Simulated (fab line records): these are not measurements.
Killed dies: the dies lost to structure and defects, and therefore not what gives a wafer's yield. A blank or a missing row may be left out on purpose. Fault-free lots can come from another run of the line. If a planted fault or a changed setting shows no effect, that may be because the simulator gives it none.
Split-lot experiment || flow n5_finfet || on a route of 1938 steps: 7 lots, 21 wafers read

ABOUT THE SPLIT
At N5_BEOL_M3_COAT_67 (time 60 s, resist thk 60 nm), the setting spin_rpm was moved away from the recipe's 1500 rpm on 6 of the 21 wafers read, by -10.4% to +9.9%. All remaining wafers had this setting at the recipe value.

FROM THE SPLIT TO THE READING: what the file shows between them, 7 steps
- N5_BEOL_M3_COAT_68: time 60 s, resist thk 12 nm
- N5_BEOL_M3_COAT_76: time 60 s, resist thk 5 nm
- N5_BEOL_M3_ALD_98: deposits SiO2, target thk 2.5 nm, pulse time 1 s, co reactant pulse time 1 s
- N5_BEOL_M3_ETCHBACK_99: etches SiO2 in CHF3, target depth 5 nm, time 10.4 s
- N5_BEOL_M3_ETCH_70: etches SOC in N2/H2, target depth 80 nm, overetch 16 nm, time 120 s
- N5_BEOL_M3_STRIP_71: strips in N2/H2
- N5_BEOL_M3_STRIP_78: strips in N2/H2

THE READING
SOC_of_BEOL_M3_COAT_67.thk_nm (the simulator's own value, which no gauge read), in nm, at N5_BEOL_M3_VIA_ETCH_34 (etches the open film in C4F6/O2, target depth 69.4 nm, time 65.9 s). The file does not state a usual value for it. Here, 15 wafers ran the recipe; their average is 51.9 nm with a standard deviation of 0.18 nm.

{"wafer": "L081.3", "tool, chamber at the split": "litho_track-01, 0", "spin_rpm as run, rpm": 1616, "against the recipe": "+7.7%", "SOC_of_BEOL_M3_COAT_67.thk_nm, nm": 50, "against lot-mates on the recipe": -2.0}
{"wafer": "L081.4", "tool, chamber at the split": "litho_track-01, 0", "spin_rpm as run, rpm": 1616, "against the recipe": "+7.7%", "SOC_of_BEOL_M3_COAT_67.thk_nm, nm": 50.2, "against lot-mates on the recipe": -1.8}
{"wafer": "L081.6", "tool, chamber at the split": "litho_track-01, 0", "spin_rpm as run, rpm": 1500, "against the recipe": "recipe", "SOC_of_BEOL_M3_COAT_67.thk_nm, nm": 52, "against lot-mates on the recipe": "-"}
{"wafer": "L083.2", "tool, chamber at the split": "litho_track-01, 0", "spin_rpm as run, rpm": 1500, "against the recipe": "recipe", "SOC_of_BEOL_M3_COAT_67.thk_nm, nm": 52, "against lot-mates on the recipe": "-"}
{"wafer": "L083.6", "tool, chamber at the split": "litho_track-01, 0", "spin_rpm as run, rpm": 1500, "against the recipe": "recipe", "SOC_of_BEOL_M3_COAT_67.thk_nm, nm": 52, "against lot-mates on the recipe": "-"}
{"wafer": "L083.4", "tool, chamber at the split": "litho_track-01, 0", "spin_rpm as run, rpm": 1500, "against the recipe": "recipe", "SOC_of_BEOL_M3_COAT_67.thk_nm, nm": 51.8, "against lot-mates on the recipe": "-"}
{"wafer": "L087.2", "tool, chamber at the split": "litho_track-04, 0", "spin_rpm as run, rpm": 1500, "against the recipe": "recipe", "SOC_of_BEOL_M3_COAT_67.thk_nm, nm": 52.2, "against lot-mates on the recipe": "-"}
{"wafer": "L087.6", "tool, chamber at the split": "litho_track-04, 0", "spin_rpm as run, rpm": 1500, "against the recipe": "recipe", "SOC_of_BEOL_M3_COAT_67.thk_nm, nm": 52.2, "against lot-mates on the recipe": "-"}
{"wafer": "L087.5", "tool, chamber at the split": "litho_track-04, 0", "spin_rpm as run, rpm": 1500, "against the recipe": "recipe", "SOC_of_BEOL_M3_COAT_67.thk_nm, nm": 52, "against lot-mates on the recipe": "-"}
{"wafer": "L088.1", "tool, chamber at the split": "litho_track-04, 0", "spin_rpm as run, rpm": 1500, "against the recipe": "recipe", "SOC_of_BEOL_M3_COAT_67.thk_nm, nm": 51.8, "against lot-mates on the recipe": "-"}
{"wafer": "L088.3", "tool, chamber at the split": "litho_track-04, 0", "spin_rpm as run, rpm": 1500, "against the recipe": "recipe", "SOC_of_BEOL_M3_COAT_67.thk_nm, nm": 52, "against lot-mates on the recipe": "-"}
{"wafer": "L088.5", "tool, chamber at the split": "litho_track-04, 0", "spin_rpm as run, rpm": 1500, "against the recipe": "recipe", "SOC_of_BEOL_M3_COAT_67.thk_nm, nm": 52, "against lot-mates on the recipe": "-"}
{"wafer": "L089.1", "tool, chamber at the split": "litho_track-01, 0", "spin_rpm as run, rpm": 1500, "against the recipe": "recipe", "SOC_of_BEOL_M3_COAT_67.thk_nm, nm": 51.6, "against lot-mates on the recipe": "-"}
{"wafer": "L089.2", "tool, chamber at the split": "litho_track-01, 0", "spin_rpm as run, rpm": 1648, "against the recipe": "+9.9%", "SOC_of_BEOL_M3_COAT_67.thk_nm, nm": 49.2, "against lot-mates on the recipe": -2.5}
{"wafer": "L089.5", "tool, chamber at the split": "litho_track-01, 0", "spin_rpm as run, rpm": 1500, "against the recipe": "recipe", "SOC_of_BEOL_M3_COAT_67.thk_nm, nm": 51.8, "against lot-mates on the recipe": "-"}
{"wafer": "L095.2", "tool, chamber at the split": "litho_track-03, 0", "spin_rpm as run, rpm": 1344, "against the recipe": "-10.4%", "SOC_of_BEOL_M3_COAT_67.thk_nm, nm": 55.2, "against lot-mates on the recipe": "+3.6"}
{"wafer": "L095.3", "tool, chamber at the split": "litho_track-03, 0", "spin_rpm as run, rpm": 1344, "against the recipe": "-10.4%", "SOC_of_BEOL_M3_COAT_67.thk_nm, nm": 54.8, "against lot-mates on the recipe": "+3.2"}
{"wafer": "L095.4", "tool, chamber at the split": "litho_track-03, 0", "spin_rpm as run, rpm": 1500, "against the recipe": "recipe", "SOC_of_BEOL_M3_COAT_67.thk_nm, nm": 51.6, "against lot-mates on the recipe": "-"}
{"wafer": "L097.3", "tool, chamber at the split": "litho_track-01, 0", "spin_rpm as run, rpm": 1629, "against the recipe": "+8.6%", "SOC_of_BEOL_M3_COAT_67.thk_nm, nm": 49.6, "against lot-mates on the recipe": -2.3}
{"wafer": "L097.5", "tool, chamber at the split": "litho_track-01, 0", "spin_rpm as run, rpm": 1500, "against the recipe": "recipe", "SOC_of_BEOL_M3_COAT_67.thk_nm, nm": 51.8, "against lot-mates on the recipe": "-"}
{"wafer": "L097.6", "tool, chamber at the split": "litho_track-01, 0", "spin_rpm as run, rpm": 1500, "against the recipe": "recipe", "SOC_of_BEOL_M3_COAT_67.thk_nm, nm": 52, "against lot-mates on the recipe": "-"}

FIT RESULTS
A straight line over all 21 wafers: SOC_of_BEOL_M3_COAT_67.thk_nm changes by -0.275 nm for each +1% of spin_rpm; r = -0.99; the points scatter about the line by 0.2 nm.
The same after taking each lot's own level away (the mean of its wafers on the recipe; 21 wafers): -0.287 nm for each +1%; r = -0.99; scatter 0.2 nm.
The reading moves by 3 nm for the largest change in spin_rpm, on that fit.
Measured against the standard deviation above, the lots' own levels, which go from 51.60 to 52.13 nm, span 3.0 times it.
The two slopes agree, so the slope changes little with the lot-to-lot level.
Check: with one of the wafers moved furthest among these (-10.4%) left out of the fit, the line predicts +2.87 nm for it against its lot-mates. It came out at +3.6 nm against them.

ADDITIONAL SPLITS CARRIED BY THESE WAFERS
These wafers also went through other splits before the reading. Each is held against what the fit with the lots' levels taken away leaves over:
{"other split on the same wafers": "N5_MOL_CONTACT_COAG_ALD_133 ald_cycles", "wafers away from the commonest value": 9, "r with SOC_of_BEOL_M3_COAT_67.thk_nm (lot level and that fit taken away)": "+0.10"}
{"other split on the same wafers": "N5_BEOL_M0_CUTY_EXPOSE_54 dose_mj", "wafers away from the commonest value": 5, "r with SOC_of_BEOL_M3_COAT_67.thk_nm (lot level and that fit taken away)": "+0.40"}
{"other split on the same wafers": "N5_BEOL_M0_CUTY_ETCH_63 source_w", "wafers away from the commonest value": 6, "r with SOC_of_BEOL_M3_COAT_67.thk_nm (lot level and that fit taken away)": "+0.31"}
{"other split on the same wafers": "N5_BEOL_M1_EXPOSE_08 dose_mj", "wafers away from the commonest value": 3, "r with SOC_of_BEOL_M3_COAT_67.thk_nm (lot level and that fit taken away)": -0.42}
{"other split on the same wafers": "N5_BEOL_M2_DESCUM_33 time_s", "wafers away from the commonest value": 8, "r with SOC_of_BEOL_M3_COAT_67.thk_nm (lot level and that fit taken away)": -0.07}
{"other split on the same wafers": "N5_BEOL_M2_ALD_98 ald_cycles", "wafers away from the commonest value": 4, "r with SOC_of_BEOL_M3_COAT_67.thk_nm (lot level and that fit taken away)": -0.13}
{"other split on the same wafers": "N5_BEOL_M3_ETCH_64 time_s", "wafers away from the commonest value": 8, "r with SOC_of_BEOL_M3_COAT_67.thk_nm (lot level and that fit taken away)": "+0.37"}

THE WHOLE CHAIN: every reading that the file lists as answering this split, in the file's order
{"step": "N5_BEOL_M3_COAT_67", "what it does": "time 60 s, resist thk 60 nm", "reading": "SOC_of_BEOL_M3_COAT_67.thk_nm (the simulator's own value, which no gauge read)", "change (the file's fit)": "-0.294 nm for each +1% of the setting", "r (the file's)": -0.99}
{"step": "N5_BEOL_M3_ETCH_70", "what it does": "etches SOC in N2/H2, target depth 80 nm, overetch 16 nm, time 120 s", "reading": "etch.depth_nm (the simulator's own value, which no gauge read)", "change (the file's fit)": "-0.293 nm for each +1% of the setting", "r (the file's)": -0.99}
{"step": "N5_BEOL_M3_VIA_ETCH_34", "what it does": "etches the open film in C4F6/O2, target depth 69.4 nm, time 65.9 s", "reading": "SOC_of_BEOL_M3_COAT_67.thk_nm (the simulator's own value, which no gauge read)", "change (the file's fit)": "-0.279 nm for each +1% of the setting", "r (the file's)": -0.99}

THE FILE'S OWN FIT
SOC_of_BEOL_M3_COAT_67.thk_nm changes by -0.279 nm for each +1% of spin_rpm, r = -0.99.
